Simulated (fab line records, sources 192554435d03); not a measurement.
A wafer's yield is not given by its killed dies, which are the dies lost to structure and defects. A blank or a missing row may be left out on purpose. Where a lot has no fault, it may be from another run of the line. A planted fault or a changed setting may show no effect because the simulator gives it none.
Which of the tools did it? / flow n5Finfet / 9 lots with 27 wafers sampled at 2 steps, on a route of 1938 steps

## WHAT THE GAUGES READ, wafer by wafer
N5_BEOL_M4_RC_MEAS_101. Usual: DIBL_N 35.9 mV/V, standard deviation 1.3; DIBL_P 35.9 mV/V, standard deviation 1.5; IOFF_N 0.152 nA/um, standard deviation 0.023; IOFF_P 0.204 nA/um, standard deviation 0.027; ION_N 673 uA/um, standard deviation 9.2; ION_P 462 uA/um, standard deviation 6.7; SS_N 71.4 mV/dec, standard deviation 0.48; SS_P 73.2 mV/dec, standard deviation 0.55; VT_N 250.3 mV, standard deviation 2.6; VT_P -250.6 mV, standard deviation 3.
lot=L124; measured=day 8 12:53; on=prober-02; DIBL_N (mV/V)=35.2 37.0 37.2; DIBL_P (mV/V)=35.1 38.1 37.3; IOFF_N (nA/um)=0.120 0.155 0.149; IOFF_P (nA/um)=0.163 0.207 0.193; ION_N (uA/um)=662 671 659; ION_P (uA/um)=455 468 450; SS_N (mV/dec)=70.9 71.2 71.6; SS_P (mV/dec)=72.3 72.6 73.2; VT_N (mV)=255.4 251.9 250.1; VT_P (mV)=-253.8 -251.8 -251.3; flag=
lot=L125; measured=day 8 18:44; on=prober-01; DIBL_N (mV/V)=35.9 35.3 34.9; DIBL_P (mV/V)=36.2 35.8 36.1; IOFF_N (nA/um)=0.177 0.163 0.159; IOFF_P (nA/um)=0.208 0.198 0.204; ION_N (uA/um)=682 679 676; ION_P (uA/um)=458 459 464; SS_N (mV/dec)=71.3 71.8 70.8; SS_P (mV/dec)=73.9 73.7 73.1; VT_N (mV)=246.9 248.9 248.7; VT_P (mV)=-250.4 -251.5 -252.7; flag=
lot=L126; measured=day 8 20:23; on=prober-02; DIBL_N (mV/V)=33.8 33.5 33.9; DIBL_P (mV/V)=34.7 34.5 35.1; IOFF_N (nA/um)=0.143 0.133 0.139; IOFF_P (nA/um)=0.199 0.186 0.199; ION_N (uA/um)=667 672 663; ION_P (uA/um)=461 464 464; SS_N (mV/dec)=71.0 71.5 70.9; SS_P (mV/dec)=72.4 72.5 72.8; VT_N (mV)=250.9 250.1 250.9; VT_P (mV)=-250.0 -250.8 -250.2; flag=
lot=L127; measured=day 9 18:23; on=prober-02; DIBL_N (mV/V)=36.5 35.0 36.1; DIBL_P (mV/V)=37.3 36.3 37.1; IOFF_N (nA/um)=0.167 0.150 0.163; IOFF_P (nA/um)=0.198 0.182 0.197; ION_N (uA/um)=677 679 680; ION_P (uA/um)=461 452 462; SS_N (mV/dec)=70.8 71.0 71.5; SS_P (mV/dec)=74.3 73.0 73.2; VT_N (mV)=249.8 252.0 248.3; VT_P (mV)=-253.7 -254.3 -251.2; flag=
lot=L128; measured=day 9 21:12; on=prober-01; DIBL_N (mV/V)=36.6 35.3 37.3; DIBL_P (mV/V)=36.6 34.7 38.1; IOFF_N (nA/um)=0.135 0.122 0.162; IOFF_P (nA/um)=0.175 0.159 0.214; ION_N (uA/um)=670 676 685; ION_P (uA/um)=456 453 469; SS_N (mV/dec)=71.2 70.6 71.8; SS_P (mV/dec)=72.8 72.6 73.6; VT_N (mV)=253.0 253.1 251.9; VT_P (mV)=-253.4 -254.0 -250.3; flag=
lot=L136; measured=day 11 09:38; on=prober-01; DIBL_N (mV/V)=35.1 34.8; DIBL_P (mV/V)=33.7 34.6; IOFF_N (nA/um)=0.163 0.161; IOFF_P (nA/um)=0.210 0.225; ION_N (uA/um)=681 679; ION_P (uA/um)=463 470; SS_N (mV/dec)=71.7 71.2; SS_P (mV/dec)=73.3 74.5; VT_N (mV)=248.1 249.0; VT_P (mV)=-249.2 -248.3; flag=
lot=L135; measured=day 12 02:16; on=prober-01; DIBL_N (mV/V)=35.2 35.8; DIBL_P (mV/V)=36.2 36.4; IOFF_N (nA/um)=0.158 0.160; IOFF_P (nA/um)=0.216 0.222; ION_N (uA/um)=679 671; ION_P (uA/um)=469 462; SS_N (mV/dec)=71.9 71.1; SS_P (mV/dec)=72.9 73.5; VT_N (mV)=250.1 251.2; VT_P (mV)=-248.2 -248.6; flag=
lot=L140; measured=day 12 12:38; on=prober-02; DIBL_N (mV/V)=33.7 37.4 35.2; DIBL_P (mV/V)=32.6 37.8 34.0; IOFF_N (nA/um)=0.112 0.179 0.140; IOFF_P (nA/um)=0.168 0.235 0.181; ION_N (uA/um)=658 677 664; ION_P (uA/um)=463 469 458; SS_N (mV/dec)=71.3 71.4 71.7; SS_P (mV/dec)=72.2 74.2 72.9; VT_N (mV)=254.1 249.8 250.1; VT_P (mV)=-251.2 -248.6 -250.5; flag=
lot=L145; measured=day 14 01:35; on=prober-02; DIBL_N (mV/V)=35.1 35.0 35.1; DIBL_P (mV/V)=35.8 36.8 36.6; IOFF_N (nA/um)=0.128 0.132 0.138; IOFF_P (nA/um)=0.167 0.175 0.171; ION_N (uA/um)=669 668 672; ION_P (uA/um)=455 454 456; SS_N (mV/dec)=71.1 71.7 71.8; SS_P (mV/dec)=73.3 73.4 73.2; VT_N (mV)=255.3 253.2 252.9; VT_P (mV)=-254.2 -253.3 -257.5; flag=

## EACH LOT AND THE TOOL THAT RAN IT (in order: tool; ch and the chambers of the sampled wafers; start)
lot=L124; N5_BEOL_M0_SAQP_HM_DEP_02=pvdSputter-02, day 5 14:29
lot=L125; N5_BEOL_M0_SAQP_HM_DEP_02=pvdSputter-01, day 5 21:27
lot=L126; N5_BEOL_M0_SAQP_HM_DEP_02=pvdSputter-02, day 6 02:17
lot=L127; N5_BEOL_M0_SAQP_HM_DEP_02=pvdSputter-01, day 6 05:58
lot=L128; N5_BEOL_M0_SAQP_HM_DEP_02=pvdSputter-02, day 6 10:05
lot=L136; N5_BEOL_M0_SAQP_HM_DEP_02=pvdSputter-01, day 8 12:22
lot=L135; N5_BEOL_M0_SAQP_HM_DEP_02=pvdSputter-01, day 8 15:26
lot=L140; N5_BEOL_M0_SAQP_HM_DEP_02=pvdSputter-02, day 9 09:01
lot=L145; N5_BEOL_M0_SAQP_HM_DEP_02=pvdSputter-03, day 10 13:39
- N5_BEOL_M0_SAQP_HM_DEP_02: deposits TiN, target thk 12 nm.

## AS READ BY THE TOOLS THEMSELVES (means over the sampled wafers that have a number; for cases with no such wafer, the mark the record gives instead)
N5_BEOL_M0_SAQP_HM_DEP_02. Usual: throttleValvePct 30.1 %, standard deviation 1.2.
lot=L124; tool=pvdSputter-02; throttleValvePct (%)=29.8; flag=
lot=L125; tool=pvdSputter-01; throttleValvePct (%)=29.7; flag=
lot=L126; tool=pvdSputter-02; throttleValvePct (%)=29.9; flag=
lot=L127; tool=pvdSputter-01; throttleValvePct (%)=30.0; flag=
lot=L128; tool=pvdSputter-02; throttleValvePct (%)=30.7; flag=
lot=L136; tool=pvdSputter-01; throttleValvePct (%)=29.3; flag=
lot=L135; tool=pvdSputter-01; throttleValvePct (%)=29.7; flag=
lot=L140; tool=pvdSputter-02; throttleValvePct (%)=29.8; flag=
lot=L145; tool=pvdSputter-03; throttleValvePct (%)=30.3; flag=

## THE ANSWER, worked out from the rows above alone
Rule: a lot counts as off when the mean over its wafers that have a number is more than 3 standard deviations away from the usual mean. Also off: a lot with no number at a reading for which 4 or more lots have one. Where the step has rows for the other lots, those lots are counted as sound. First the gauges in route order, then the tools' own readings, where a lot's mean is used as printed above. The first step at which some lot is off is used, and at that step the reading that is off furthest; a lot without a number counts as furthest.
Across all readings shown, no lot is off: no conclusion can be drawn from this.

## WHAT HAD BEEN PUT IN BY THE SIMULATOR
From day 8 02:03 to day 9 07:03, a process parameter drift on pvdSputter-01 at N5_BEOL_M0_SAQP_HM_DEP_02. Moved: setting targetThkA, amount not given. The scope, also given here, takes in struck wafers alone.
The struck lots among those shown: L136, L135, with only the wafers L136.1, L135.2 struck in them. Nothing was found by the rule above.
